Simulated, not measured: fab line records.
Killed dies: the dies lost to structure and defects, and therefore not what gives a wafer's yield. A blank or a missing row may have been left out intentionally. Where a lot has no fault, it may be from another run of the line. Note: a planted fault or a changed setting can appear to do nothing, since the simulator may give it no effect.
fab line records | flow n5-finfet
[record] lots = 4 | wafers = 12 | last-day = 18
route steps=1938 shown BEOL_M7@1299 BEOL_M8@1332 BEOL_M15@1830 PASSIVATION@1936
lots that met no fault: taken from a fault-free run of the same line
start-h: hours from the record's opening day to when the first of the lot's shown wafers began | wait-h: time in hours since the lot's previous step | " the same as in the row above | L1.1+2: a row that stands for several wafers | - value missing, or start not given | * or withheld: withheld | < > ~ a bound
route shown NAME@n: NAME is a module with steps in the file, n the number in the route of the first one | usual: mean/standard deviation of fault-free wafers | same: alike in all rows | chamber/n: place in a boat | sites: each site's reading | _std_site: their standard deviation | _edge_site: mean of outer sites minus mean of inner sites | radius-mm: how far each site lies from the wafer's centre | mask NAME#n: copy n | behind: the tool/chamber that last shaped the wafer | hold: what put the lot on hold/how long, in hours/how the hold closed | device: which transistor (n, p or np) failed to switch | end of line: at the end of the route, the tests of the same wafers | a step given without rows: its recipe and nothing more | killed: not the wafer's yield, but the dies lost to structure and defects at the first sort | map: the dies of a wafer, with x for killed, . for not killed, _ for no die there
set.NAME: the setting as run; set.NAME@STEP: as run at that earlier step | model.NAME: the simulator's own value behind a step, which no gauge read
lots at selected steps of the route; one table per step, one row per wafer
services: from which hour (start-h, from the record's first day; less than 0 if before it) a tool's chamber was out of use, for how many hours, and why
[[steps]]
[step N5_BEOL_M7_DESCUM_33]
[recipe] chemistry = O2 | time-s = 7 | source-power-w = 50 | bias-power-w = 20 | pressure-mtorr = 20 | rf-frequency-hz = 2.712e+07 | temp-c = 40 | resist = CAR-EUV | o2-flow-sccm = 225
[step N5_BEOL_M7_ETCH_72]
[recipe] chemistry = N2/H2 | target = underlayer | target-depth-a = 65 | mask-material = CAR-EUV | time-s = 5.2 | ion-energy-ev = 200 | pressure-mtorr = 30 | source-w = 840 | bias-w = 150 | n2-flow-sccm = 200 | h2-flow-sccm = 200 | ends = cleared
[step N5_BEOL_M7_ETCH_65]
[recipe] chemistry = CF4 | target = SiARC | target-depth-a = 156 | mask-material = CAR-EUV | time-s = 26 | ion-energy-ev = 80 | pressure-mtorr = 40 | source-w = 545 | bias-w = 36 | Ar_flow_sccm = 100 | cf4-flow-sccm = 100 | ends = cleared
[step N5_BEOL_M7_ETCH_66]
[recipe] chemistry = N2/H2 | target = SOC | target-depth-a = 800 | overetch-a = 160 | mask-material = SiARC | temp-c = 40 | time-s = 120 | ion-energy-ev = 200 | pressure-mtorr = 30 | source-w = 840 | bias-w = 150 | n2-flow-sccm = 200 | h2-flow-sccm = 200
[step N5_BEOL_M7_STRIP_69]
[recipe] chemistry = N2/H2 | temp-c = 40 | n2-flow-sccm = 200 | h2-flow-sccm = 200 | rf-frequency-hz = 6e+07
[step N5_BEOL_M7_STRIP_73]
[recipe] chemistry = N2/H2 | temp-c = 40 | n2-flow-sccm = 200 | h2-flow-sccm = 200 | rf-frequency-hz = 6e+07
[step N5_BEOL_M7_VIA_ETCH_34]
[recipe] chemistry = C4F6/O2 | target = SiCOH_lowk | target-depth-a = 1255 | mask-material = SOC | taper-deg = 4 | time-s = 50.5 | ion-energy-ev = 250 | pressure-mtorr = 30 | source-w = 345 | bias-w = 185 | Ar_flow_sccm = 300 | C4F6_flow_sccm = 10 | O2_flow_sccm = 10
[step N5_BEOL_M7_STRIP_76]
[recipe] chemistry = C4F6/O2 | resist = SiARC | rf-frequency-hz = 6e+07
[step N5_BEOL_M7_STRIP_36]
[recipe] chemistry = N2/H2 | power-w = 450 | temp-c = 40 | pressure-mtorr = 20 | rf-frequency-hz = 6e+07 | overash-fraction = 0.3 | bias-power-w = 7 | h2-frac = 0.5 | n2-flow-sccm = 200 | h2-flow-sccm = 200
[step N5_BEOL_M7_TRENCH_ETCH_37]
[recipe] chemistry = C4F6/O2 | target-depth-a = 934.78 | target = SiCOH_lowk | time-s = 31.2 | ion-energy-ev = 250 | pressure-mtorr = 30 | source-w = 345 | bias-w = 185 | Ar_flow_sccm = 300 | C4F6_flow_sccm = 10 | O2_flow_sccm = 10
[usual] bias-w = 185.0/0.56 | drypump-motor-current-A = 5.7/0.47 | oes_ar_750_au = 0.78/0.058 | oes-product-au = 0.77/0.061 | rf-vpp-V = 664/14 | showerhead-plenum-p-Torr = 2.83/0.093 | throttle-valve-pct = 20.87/0.17
[same] time-s = 31.2
lot.wafer | tool        | chamber | start-h | wait-h | bias-w | drypump-motor-current-A | oes_ar_750_au | oes-product-au | rf-hours-counter-h | rf-vpp-V | showerhead-plenum-p-Torr | throttle-valve-pct | model.etch.depth-nm | model.BEOL_M7.feature-depth-nm | model.TiN_of_BEOL_M7_HM_DEP_02.thk-nm
L426.2    | rie-diel-03 | 0       | 263.90  | -      | 184.6  | 5.5                     | 0.73          | 0.74           | 191                | 680      | 2.81                     | 20.67              | 93.89               | 93.8                           | 17.6
L426.3    | "           | 1       | "       | "      | 184.9  | 5.4                     | 0.85          | 0.85           | 65                 | 638      | 2.78                     | 20.76              | 96.23               | 96.2                           | 17.6
L426.4    | "           | 3       | "       | "      | 185.7  | 5.1                     | 0.80          | 0.78           | 116                | 654      | 2.98                     | 20.96              | 90.62               | 90.6                           | 17.8
L432.2    | rie-diel-03 | 2       | 300.37  | -      | 184.8  | 6.2                     | 0.73          | 0.73           | 202                | 671      | 2.72                     | 20.67              | 94.61               | 94.6                           | 17.6
L432.5    | "           | 1       | "       | "      | 185.3  | 5.4                     | 0.84          | 0.83           | -                  | 636      | 2.78                     | 20.79              | 96.58               | 96.6                           | 17.6
L432.6    | "           | 0       | "       | "      | 232.9  | 5.5                     | 0.74          | 0.76           | -                  | 814      | 2.80                     | 20.70              | 101.3               | 101.2                          | 17
L434.1    | rie-diel-03 | 1       | 312.50  | -      | 184.1  | 5.4                     | 0.83          | 0.83           | 81                 | 638      | 2.77                     | 20.78              | 95.02               | 95                             | 17.2
L434.2    | "           | 0       | "       | "      | 233.2  | 5.5                     | 0.74          | 0.76           | 207                | 813      | 2.80                     | 20.70              | 101.3               | 101.2                          | 17.2
L434.4    | "           | 2       | "       | "      | 185.0  | 6.2                     | 0.72          | 0.73           | 207                | 669      | 2.72                     | 20.67              | 94.77               | 94.8                           | 17.2
L439.2    | rie-diel-05 | 0       | 357.64  | -      | 184.8  | 5.6                     | 0.97          | 0.95           | 3                  | 650      | 2.79                     | 20.71              | 94.31               | 94.4                           | 17.4
L439.4    | "           | 3       | "       | "      | 184.6  | 6.1                     | 0.72          | 0.72           | 204                | 675      | 2.82                     | 20.89              | 91.49               | 91.4                           | 17.2
L439.6    | "           | 2       | "       | "      | 184.7  | 4.9                     | 0.81          | 0.81           | -                  | 658      | 2.89                     | 20.98              | 93.94               | 94                             | 17.2
[step N5_BEOL_M7_ETCH_41]
[recipe] chemistry = CH3F/O2 | target = SiCN | target-depth-a = 319 | taper-deg = 2 | time-s = 57.8 | ion-energy-ev = 120 | mask-material = TiN | pressure-mtorr = 30 | source-w = 395 | bias-w = 75 | Ar_flow_sccm = 150 | CH3F_flow_sccm = 30 | O2_flow_sccm = 20
[step N5_BEOL_M7_STRIP_80]
[recipe] chemistry = N2/H2 | time-s = 10 | power-w = 450 | temp-c = 40 | pressure-mtorr = 20 | rf-frequency-hz = 6e+07 | bias-power-w = 7 | n2-flow-sccm = 200 | h2-flow-sccm = 200
[step N5_BEOL_M7_OCD_MEAS_38]
[usual] trench-depth-nm = 93.2/1.9
lot.wafer | tool   | chamber | start-h | wait-h | trench-depth-nm
L426.2    | ocd-01 | -       | 264.06  | -      | 93.6
L426.3    | "      | -       | "       | "      | 96.6
L426.4    | "      | -       | "       | "      | 90.4
L432.2    | ocd-02 | -       | 300.53  | -      | 94.9
L432.5    | "      | -       | "       | "      | 96.4
L432.6    | "      | -       | "       | "      | 101.4
L434.1    | ocd-01 | -       | 312.66  | -      | 95.0
L434.2    | "      | -       | "       | "      | 101.1
L434.4    | "      | -       | "       | "      | 94.6
L439.2    | ocd-01 | -       | 357.80  | -      | 94.5
L439.4    | "      | -       | "       | "      | 91.5
L439.6    | "      | -       | "       | "      | 94.1
[step N5_BEOL_M7_HM_STRIP_39]
[recipe] chemistry = peroxide-tin-strip | material = TiN | target-depth-a = 250 | temp-c = 50 | time-s = 158
[step N5_BEOL_M7_SRD_40]
[recipe] time-s = 30 | temp-c = 23 | rinse-liquid = diw | dry = ipa-marangoni
[step N5_BEOL_M7_PRECLEAN_42]
[recipe] chemistry = residue-remover | time-s = 60 | temp-c = 40
[step N5_BEOL_M7_SRD_43]
[recipe] time-s = 30 | temp-c = 23 | rinse-liquid = diw | dry = ipa-marangoni
[step N5_BEOL_M7_CURE_75]
[recipe] temp-c = 370 | time-s = 120 | ambient = DMADMS/He | material = SiCOH_lowk
[step N5_BEOL_M7_DEGAS_44]
[recipe] ambient = vacuum | temp-c = 250 | time-s = 60
[step N5_BEOL_M7_PRE_CLEAN_45]
[recipe] gas = H2/He | time-s = 30 | temp-c = 250
[step N5_BEOL_M7_ALD_77]
[recipe] material = TaN | target-thk-a = 20 | temp-c = 275 | ald-precursor-family = PDMAT | ald-co-reactant = NH3 | pressure-torr = 3 | carrier-flow-sccm = 1500 | pulse-time-s = 2 | purge-time-s = 3 | co-reactant-purge-time-s = 2 | co-reactant-pulse-time-s = 3 | ald-cycles = 40 | precursor-vessel-temp-c = 75 | precursor-vessel-pressure-torr = 26.25 | precursor-vessel-carrier-sccm = 1000
[step N5_BEOL_M7_SURFACE_TREAT_79]
[recipe] gas = Ar | time-s = * | ion-energy-ev = * | ion-current-ma-cm2 = 0.5 | pressure-mtorr = * | ar-flow-sccm = 30
[step N5_BEOL_M7_CVD_78]
[recipe] material = Co | target-thk-a = 20 | temp-c = withheld | precursor = CCTBA/H2 | pressure-torr = 30 | time-s = 142.3
[step N5_BEOL_M7_SPUTTER_48]
[recipe] material = Cu | target-thk-a = 100 | temp-c = -20 | bias-v = 60 | power-w = 26000 | chamber-pressure-pa = 0.13 | time-s = 1.667
[step N5_BEOL_M7_ECD_50]
[recipe] material = Cu | target-thk-a = 3000
[step N5_BEOL_M7_ANNEAL_51]
[recipe] temp-c = 225 | time-s = 90 | ambient = N2
[step N5_BEOL_M7_CMP_52]
[recipe] stop-on = SiCOH_lowk | t-overpolish-s = 6.9 | down-force-psi = 1 | platen-rpm = 50 | clearing-platen-down-force-psi = 1.5 | clearing-platen-rpm = 50 | post-cmp-clean = cu-alkaline | target-thk-nm = 80 | clearing-platen-pad-velocity-m-s = 0.99484 | pad-velocity-m-s = 0.99484
[usual] barrier-field-endpoint-s = 28.8/0.7 | motor-current-A = 6.1/0.44 | overpolish-run-s = 6.900/0.0094 | time-to-endpoint-s = 62.0/2.6
lot.wafer | tool   | chamber | start-h | wait-h | barrier-field-endpoint-s | motor-current-A | overpolish-run-s | time-to-endpoint-s | model.Cu_of_BEOL_M7_ECD_50.thk-nm
L426.3    | cmp-02 | 2       | 267.35  | 0.2    | 27.6                     | 6.2             | 6.907            | 58.8               | 82.2
L426.4    | "      | 0       | "       | "      | 29.0                     | 5.8             | 6.883            | 60.5               | 78.6
L426.2    | "      | 1       | "       | "      | 27.8                     | 6.1             | 6.905            | 63.1               | 81.4
L432.2    | cmp-04 | 0       | 303.67  | 0.3    | 28.6                     | 7.1             | 6.911            | 61.2               | 80.8
L432.5    | "      | 2       | "       | "      | 29.9                     | 6.3             | 6.897            | 66.8               | 84.4
L432.6    | "      | 3       | "       | "      | 29.6                     | 5.9             | 6.878            | 62.6               | 90
L434.4    | cmp-03 | 0       | 315.12  | 0.2    | 28.8                     | 6.1             | 6.903            | 61.9               | 81
L434.2    | "      | 1       | "       | "      | 28.7                     | 6.0             | 6.890            | 64.6               | 88.2
L434.1    | "      | 2       | "       | "      | 28.8                     | 5.3             | 6.905            | 62.7               | 82.2
L439.2    | cmp-03 | 1       | 360.31  | 0.3    | 29.0                     | 6.0             | 6.917            | 63.0               | 80.6
L439.4    | "      | 2       | "       | "      | 29.9                     | 5.4             | 6.908            | 62.5               | 77.4
L439.6    | "      | 0       | "       | "      | 29.8                     | 6.0             | 6.908            | 65.3               | 80.2
[step N5_BEOL_M7_THK_MEAS_53]
[recipe] thk-meas-gauge = xrf | reads = Cu_of_BEOL_M7_ECD_50
[usual] M7_THK = 79.3/2.3
lot.wafer | tool          | chamber | start-h | wait-h | M7_THK[nm]
L426.2    | film-metro-02 | -       | 267.65  | -      | 81.9
L426.3    | "             | -       | "       | "      | 82.9
L426.4    | "             | -       | "       | "      | 78.7
L432.2    | film-metro-01 | -       | 303.89  | -      | 80.3
L432.5    | "             | -       | "       | "      | 83.8
L432.6    | "             | -       | "       | "      | 89.7
L434.1    | film-metro-02 | -       | 315.38  | -      | 82.1
L434.2    | "             | -       | "       | "      | 88.8
L434.4    | "             | -       | "       | "      | 80.6
L439.2    | film-metro-01 | -       | 360.53  | -      | 80.1
L439.4    | "             | -       | "       | "      | 77.0
L439.6    | "             | -       | "       | "      | 79.7
[step N5_BEOL_M7_PRE_CLEAN_55]
[recipe] gas = NH3 | time-s = 15 | temp-c = withheld | rf-power-w = 300
[step N5_BEOL_M7_DEP_56]
[recipe] material = SiCN | target-thk-a = 100 | temp-c = withheld | precursor = 3MS/NH3 | pressure-torr = 3 | rf-w = 202 | time-s = 17.5
[step N5_BEOL_M7_RS_MEAS_57]
[recipe] thk-meas-gauge = four-point-probe | reads = Cu_of_BEOL_M7_ECD_50+Co_of_BEOL_M7_CVD_78+TaN_of_BEOL_M7_ALD_77
[usual] M7_RS = 0.288/0.0096
lot.wafer | tool          | chamber | start-h | wait-h | M7_RS[ohm/sq]
L426.2    | film-metro-01 | -       | 267.78  | 0.1    | 0.281
L426.3    | "             | -       | "       | "      | 0.277
L426.4    | "             | -       | "       | "      | 0.292
L432.2    | film-metro-02 | -       | 304.02  | 0.1    | 0.283
L432.5    | "             | -       | "       | "      | 0.269
L432.6    | "             | -       | "       | "      | 0.249
L434.1    | film-metro-01 | -       | 315.51  | 0.1    | 0.277
L434.2    | "             | -       | "       | "      | 0.255
L434.4    | "             | -       | "       | "      | 0.282
L439.2    | film-metro-02 | -       | 360.66  | 0.1    | 0.283
L439.4    | "             | -       | "       | "      | 0.298
L439.6    | "             | -       | "       | "      | 0.285
[step N5_BEOL_M8_ILD_DEP_00]
[recipe] material = SiCOH_lowk | target-thk-a = 1797.5 | temp-c = 300 | precursor = DEMS/porogen | pressure-torr = 5 | rf-w = 500 | time-s = 33.4
[step N5_BEOL_M8_CURE_74]
[recipe] temp-c = 385 | time-s = 240 | ambient = He/Ar | material = SiCOH_lowk
[step N5_BEOL_M8_PECVD_70]
[recipe] material = SiO2 | target-thk-a = 200 | temp-c = 400 | precursor = TEOS/O2 | pressure-torr = 5.5 | rf-w = 450 | teos-flow-sccm = 53.8 | gas = O2 | flow-sccm = 3000 | time-s = 22.7
[step N5_BEOL_M8_HM_DEP_02]
[recipe] material = TiN | target-thk-a = 200 | temp-c = 25 | chamber-pressure-pa = 0.49996
[step N5_BEOL_M8_COAT_59]
[recipe] resist = SOC | temp-c = 250 | time-s = 60 | spin-rpm = 1500 | resist-thk-nm = 100
[step N5_BEOL_M15_RC_MEAS_101]
[usual] etest-temp-c = 25.01/0.1 | COMB_M10 = 1.5e-11/2.9e-12 | COMB_M11 = 1.5e-11/2.8e-12 | COMB_M11_max_site = 2.1e-11/5.1e-12 | COMB_M12 = 6.7e-12/1.4e-12 | COMB_M13 = 5.5e-12/1e-12 | COMB_M14 = 3.9e-12/7.2e-13 | COMB_M15 = 2.9e-12/5.9e-13 | COMB_M5 = 3.6e-11/7.1e-12 | COMB_M6 = 2.6e-11/4.4e-12 | COMB_M7 = 2.7e-11/5.1e-12 | COMB_M8 = 2.7e-11/5.9e-12 | COMB_M9 = 1.49e-11/2.7e-12 | SERP_M10 = 3.06/0.09 | SERP_M11 = 3.10/0.076 | SERP_M12 = 0.641/0.017 | SERP_M13 = 0.307/0.0068 | SERP_M13_max_site = 0.310/0.0069 | SERP_M14 = 0.161/0.0039 | SERP_M5 = 39.2/1.7 | SERP_M6 = 13.8/0.68 | SERP_M7 = 13.9/0.57 | SERP_M8 = 13.9/0.55 | SERP_M9 = 3.08/0.094
lot.wafer | tool      | chamber | start-h | wait-h | etest-temp-c | COMB_M10[S/m] | COMB_M11[S/m] | COMB_M11_max_site[S/m] | COMB_M12[S/m] | COMB_M13[S/m] | COMB_M14[S/m] | COMB_M15[S/m] | COMB_M5[S/m] | COMB_M6[S/m] | COMB_M7[S/m] | COMB_M8[S/m] | COMB_M9[S/m] | SERP_M10[ohm/um] | SERP_M11[ohm/um] | SERP_M12[ohm/um] | SERP_M13[ohm/um] | SERP_M13_max_site[ohm/um] | SERP_M14[ohm/um] | SERP_M5[ohm/um] | SERP_M6[ohm/um] | SERP_M7[ohm/um] | SERP_M8[ohm/um] | SERP_M9[ohm/um]
L426.2    | prober-02 | 0       | 327.76  | 0.2    | 25.03        | 1.31e-11      | 9.7e-12       | 1.5e-11                | 7e-12         | 5.8e-12       | 3.1e-12       | 2.2e-12       | 2.9e-11      | 2.3e-11      | 3.1e-11      | 3.1e-11      | 1.35e-11     | 3.10             | 3.01             | 0.645            | 0.304            | 0.306                     | 0.160            | 38.0            | 13.8            | 13.7            | 14.7            | 3.09
L426.3    | "         | 0       | "       | "      | 24.88        | 1.05e-11      | 1.44e-11      | 2e-11                  | 8e-12         | 4.6e-12       | 3.7e-12       | 2e-12         | 2.4e-11      | 3e-11        | 3.5e-11      | 2.5e-11      | 1.43e-11     | 3.14             | 3.13             | 0.622            | 0.303            | 0.306                     | 0.154            | 38.0            | 13.3            | 13.1            | 13.5            | 3.09
L426.4    | "         | 0       | "       | "      | 25.08        | 1.43e-11      | 1.47e-11      | 1.9e-11                | 6.4e-12       | 4.6e-12       | 4.6e-12       | 2.4e-12       | 4.2e-11      | 2.4e-11      | 2.4e-11      | 2.5e-11      | 1.63e-11     | 3.11             | 3.11             | 0.635            | 0.291            | 0.296                     | 0.158            | 38.9            | 13.8            | 14.4            | 14.9            | 3.03
L432.2    | prober-02 | 0       | 377.89  | 0.2    | 25.06        | 1.16e-11      | 1.37e-11      | 1.6e-11                | 5.4e-12       | 4.7e-12       | 2.5e-12       | 2.5e-12       | 3.7e-11      | 1.8e-11      | 3.7e-11      | 2.1e-11      | 1.11e-11     | 3.15             | 3.23             | 0.637            | 0.308            | 0.313                     | 0.158            | 42.3            | 12.8            | 13.9            | 13.7            | 3.16
L432.5    | "         | 0       | "       | "      | 25.03        | 1.18e-11      | 1.35e-11      | 1.7e-11                | 1.13e-11      | 8e-12         | 3.1e-12       | 2.7e-12       | 4e-11        | 2.2e-11      | 3.2e-11      | 2.2e-11      | 1.37e-11     | 2.91             | 3.06             | 0.617            | 0.310            | 0.311                     | 0.162            | 41.4            | 13.0            | 12.9            | 13.2            | 3.12
L432.6    | "         | 0       | "       | "      | 24.85        | 1.91e-11      | 1.64e-11      | 2.4e-11                | 6.1e-12       | 5.9e-12       | 3.1e-12       | 2.4e-12       | 2.8e-11      | 3.3e-11      | 2.3e-11      | 2.9e-11      | 1.55e-11     | 3.12             | 3.19             | 0.626            | 0.314            | 0.316                     | 0.170            | 40.2            | 13.1            | 12.0            | 13.7            | 3.04
L434.1    | prober-02 | 0       | 382.97  | 0.0    | 25.13        | 1.67e-11      | 1.32e-11      | 2e-11                  | 5.6e-12       | 5.2e-12       | 4.5e-12       | 2.3e-12       | 3.3e-11      | 2.2e-11      | 3.1e-11      | 2.6e-11      | 1.52e-11     | 3.14             | 3.08             | 0.644            | 0.307            | 0.311                     | 0.163            | 40.7            | 13.4            | 13.6            | 14.4            | 3.03
L434.2    | "         | 0       | "       | "      | 25.21        | 1.56e-11      | 1.81e-11      | 2.3e-11                | 4.9e-12       | 5.6e-12       | 3.7e-12       | 2.8e-12       | 3.9e-11      | 2.5e-11      | 2.6e-11      | 1.9e-11      | 1.71e-11     | 3.12             | 3.01             | 0.637            | 0.296            | 0.299                     | 0.159            | 39.0            | 13.9            | 12.8            | 14.2            | 2.99
L434.4    | "         | 0       | "       | "      | 25.07        | 1.57e-11      | 1.7e-11       | 3.7e-11                | 4.9e-12       | 5.3e-12       | 4.2e-12       | 2.4e-12       | 3.6e-11      | 2e-11        | 2.4e-11      | 2.3e-11      | 1.38e-11     | 2.94             | 3.26             | 0.661            | 0.313            | 0.319                     | 0.166            | 41.2            | 14.3            | 13.7            | 13.8            | 2.94
L439.2    | prober-02 | 0       | 417.17  | 0.2    | 25.01        | 1.31e-11      | 1.19e-11      | 2.2e-11                | 5.7e-12       | 6.7e-12       | 3.3e-12       | 2.5e-12       | 3.3e-11      | 2.5e-11      | 2.5e-11      | 2.8e-11      | 1.6e-11      | 2.90             | 3.12             | 0.647            | 0.317            | 0.321                     | 0.157            | 38.4            | 14.9            | 13.7            | 14.0            | 3.06
L439.4    | "         | 0       | "       | "      | 25.07        | 1.15e-11      | 1.59e-11      | 2.6e-11                | 7.3e-12       | 4.8e-12       | 2.2e-12       | 2.9e-12       | 4.7e-11      | 3.1e-11      | 2.4e-11      | 2.6e-11      | 1.99e-11     | 2.98             | 3.03             | 0.626            | 0.311            | 0.314                     | 0.158            | 41.7            | 14.5            | 14.0            | 14.1            | 3.04
L439.6    | "         | 0       | "       | "      | 25.08        | 9.3e-12       | 1.41e-11      | 2.2e-11                | 7.2e-12       | 5.3e-12       | 2.4e-12       | 2.5e-12       | 4.7e-11      | 3.5e-11      | 3e-11        | 2.7e-11      | 1.61e-11     | 3.03             | 2.97             | 0.649            | 0.316            | 0.319                     | 0.163            | 39.7            | 14.0            | 13.6            | 13.5            | 2.98
// sites SERP_M7 radius-mm=0,75,75,75,75,140,140,140,140
L426.2 14.0 13.7 13.8 13.7 14.0 13.4 13.7 13.7 13.6
L432.2 13.0 13.4 13.7 13.9 13.4 14.1 14.6 14.1 14.1
L434.1 14.6 14.1 13.6 13.9 13.9 12.9 13.2 12.9 12.9
L439.2 13.6 13.6 13.7 14.1 13.3 13.7 14.0 14.0 13.4
[step N5_PASSIVATION_PROBE_49]
[usual] defect-limited-yield = 91.1/1.4 | killed_at_M0_to_M3 = 32/9.3 | killed_at_M4_up = 13/5.8 | killed-at-contacts = 12/6.3 | killed-at-front-end = 44/12 | killed-at-other = 3.6/2.7 | killed-dies = 104/17 | killed-open = 69/13 | killed-short = 34/6.9 | sort_bin_4_leakage = 0.00/0.031 | sort_bin_5_function = 5.2/0.98 | sort_bin_6_memory = 3.3/0.59 | sort-n-pass = 1075/17 | sort-yield-pct = 91.1/1.4
[same] gross-dies = 1180 | killed-at-back-side = 0 | sort_bin_8_speed[%] = 0
lot.wafer | tool      | chamber | start-h | wait-h | defect-limited-yield[%] | killed_at_M0_to_M3 | killed_at_M4_up | killed-at-contacts | killed-at-front-end | killed-at-other | killed-dies | killed-open | killed-short | sort_bin_4_leakage[%] | sort_bin_5_function[%] | sort_bin_6_memory[%] | sort-n-pass | sort-yield-pct[%]
L426.4    | prober-02 | -       | 340.47  | 0.2    | 93.6                    | 14                 | 9               | 16                 | 33                  | 4               | 76          | 42          | 33           | 0                     | 3.7                    | 2.2                  | 1104        | 93.6
// killed by level:class
L426.4 MOL_CONTACT_COAG:geometric-particle:open=12 FIN_SAQP:geometric-particle:open=8 FIN_SAQP:geometric-particle:short=8 MOL_CONTACT_COAG:geometric-particle:short=4 BEOL_M0_SAQP:geometric-particle:short=4 STI_FIN_REVEAL:geometric-particle:open=3 PASS1_CAP:geometric-particle:short=3 STARTING-WAFER:geometric-particle:open=3
[[services]]
tool        | chamber | start-h | hours | kind
rie-diel-05 | 0       | 241.22  | 3.8   | repair
cmp-03      | -       | 287.33  | 5.4   | pm
cmp-02      | -       | 287.83  | 1.1   | repair
cmp-04      | -       | 290.14  | 1.1   | repair
cmp-02      | -       | 297.46  | 1.7   | repair
cmp-02      | -       | 304.38  | 24.4  | pm
rie-diel-05 | 0       | 320.99  | 2.0   | repair
rie-diel-05 | 0       | 334.81  | -     | clean
rie-diel-05 | 0       | 334.81  | -     | consumable-replace:focus-ring
rie-diel-05 | 0       | 334.81  | 13.4  | scheduled-down
rie-diel-05 | 0       | 334.81  | 13.4  | vent-cycle
cmp-02      | -       | 342.36  | 1.7   | repair
cmp-04      | -       | 350.39  | 1.1   | repair
rie-diel-03 | 1       | 353.01  | 10.2  | repair
rie-diel-03 | 2       | 354.84  | 6.4   | repair
[[key]]
[first-sign] step = N5_BEOL_M7_TRENCH_ETCH_37 | reading = bias-w | direction = up | sigmas = 86 | usual = * | struck = *
[effect] step = N5_BEOL_M7_TRENCH_ETCH_37 | reading = rf-vpp-V | direction = up | sigmas = 11 | usual = 664 | struck = 813
[effect] step = N5_BEOL_M7_OCD_MEAS_38 | reading = trench-depth-nm | direction = up | sigmas = 4.3 | usual = 93.2 | struck = 101.2
[effect] step = N5_BEOL_M7_THK_MEAS_53 | reading = M7_THK | direction = up | sigmas = 4.3 | usual = 79.3 | struck = 89.2
[effect] step = N5_BEOL_M7_RS_MEAS_57 | reading = M7_RS | direction = down | sigmas = 3.8 | usual = 0.288 | struck = 0.252
[effect] step = N5_BEOL_M15_RC_MEAS_101 | reading = SERP_M7 | direction = down | sigmas = 2.5 | usual = 13.9 | struck = 12.4
[model-effect] step = N5_BEOL_M7_TRENCH_ETCH_37 | value = etch.depth-nm | without = 93.9 | struck = 101.3
[model-effect] step = N5_BEOL_M7_CMP_52 | value = Cu_of_BEOL_M7_ECD_50.thk-nm | without = 81.8 | struck = 89.1
met-at N5_BEOL_M7_TRENCH_ETCH_37
struck-wafers L432.6,L434.2
onset-between 263.90 300.37
[fault] kind = process-parameter-drift | tool = rie-diel-03 | chamber = 0 | onset-h = 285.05 | steps = N5_BEOL_M7_TRENCH_ETCH_37 | channel = bias-w | offset = * | shape = step | end-h = 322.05 | acts-in = * | stated = *
